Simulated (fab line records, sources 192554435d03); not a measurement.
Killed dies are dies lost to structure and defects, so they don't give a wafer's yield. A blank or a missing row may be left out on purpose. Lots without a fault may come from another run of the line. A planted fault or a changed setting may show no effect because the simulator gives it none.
Chamber matching | flow n5_finfet | N5_FIN_SAQP_HM_OPEN_33 on rie_diel-06: 4 sister chambers
The step chemistry CH3F/O2, target SiNx, target depth 49.4 nm, time 70.6 s. 18 wafers are shown with their chamber, then 9 later ones without.

WAFERS WITH THEIR CHAMBER
wafer  | chamber | throttle_valve_pct (%) | oes_f_703_au (a.u.) | oes_ar_750_au (a.u.)
L081.2 | 1       | 16.35                  | 0.75                | 0.73
L081.5 | 3       | 16.45                  | 0.88                | 0.88
L081.6 | 0       | 16.60                  | 0.75                | 0.74
L082.1 | 1       | 16.38                  | 0.75                | 0.73
L082.2 | 0       | 16.62                  | 0.75                | 0.73
L082.3 | 2       | 16.20                  | 0.83                | 0.82
L083.3 | 2       | 16.21                  | 0.83                | 0.82
L083.4 | 0       | 16.61                  | 0.75                | 0.74
L083.5 | 3       | 16.45                  | 0.88                | 0.87
L084.3 | 0       | 16.61                  | 0.74                | 0.74
L084.4 | 2       | 16.19                  | 0.83                | 0.82
L084.6 | 0       | 16.61                  | 0.75                | 0.74
L086.2 | 3       | 16.47                  | 0.87                | 0.86
L086.3 | 0       | 16.63                  | 0.75                | 0.73
L086.5 | 1       | 16.37                  | 0.74                | 0.72
L088.1 | 1       | 16.39                  | 0.74                | 0.72
L088.3 | 2       | 16.21                  | 0.82                | 0.81
L088.5 | 3       | 16.47                  | 0.87                | 0.86

SIGNATURES (means of the wafers above)
reading            | chamber 0 | chamber 1 | chamber 2 | chamber 3 | scatter within a chamber
throttle_valve_pct | 16.6133   | 16.3725   | 16.2025   | 16.4600   | 0.0122
oes_f_703_au       | 0.7483    | 0.7450    | 0.8275    | 0.8750    | 0.00506
oes_ar_750_au      | 0.7367    | 0.7250    | 0.8175    | 0.8675    | 0.00645
Rule: a wafer's distance from a chamber is the root of the sum, over the readings, of the square of ((its reading less the chamber's mean) divided by the reading's scatter). The wafer belongs to the nearest chamber; if the next one is less than 2 further off, it can't be placed. The scatter: the root of (the sum of the squares of (reading less its chamber's mean) over the shown wafers, divided by (wafers less chambers)).

WAFERS WITHOUT THEIR CHAMBER
wafer  | throttle_valve_pct (%) | oes_f_703_au (a.u.) | oes_ar_750_au (a.u.)
L089.1 | 16.22                  | 0.81                | 0.81
L089.5 | 16.47                  | 0.86                | 0.87
L089.6 | 16.23                  | 0.83                | 0.81
L094.1 | 16.67                  | 0.72                | 0.72
L094.2 | 16.42                  | 0.73                | 0.71
L094.3 | 16.25                  | 0.80                | 0.80
L096.2 | 16.42                  | 0.73                | 0.71
L096.4 | 16.66                  | 0.73                | 0.72
L096.5 | 16.65                  | 0.73                | 0.72

WHICH CHAMBER EACH WENT THROUGH
wafer  | from the rows above | in truth
L089.1 | 2                   | 2
L089.5 | 3                   | 3
L089.6 | 2                   | 2
L094.1 | 0                   | 0
L094.2 | 1                   | 1
L094.3 | 2                   | 2
L096.2 | 1                   | 1
L096.4 | 0                   | 0
L096.5 | 0                   | 0
Placed correctly: 9 of 9. Can't be placed from these rows: 0. Placed wrongly: 0.
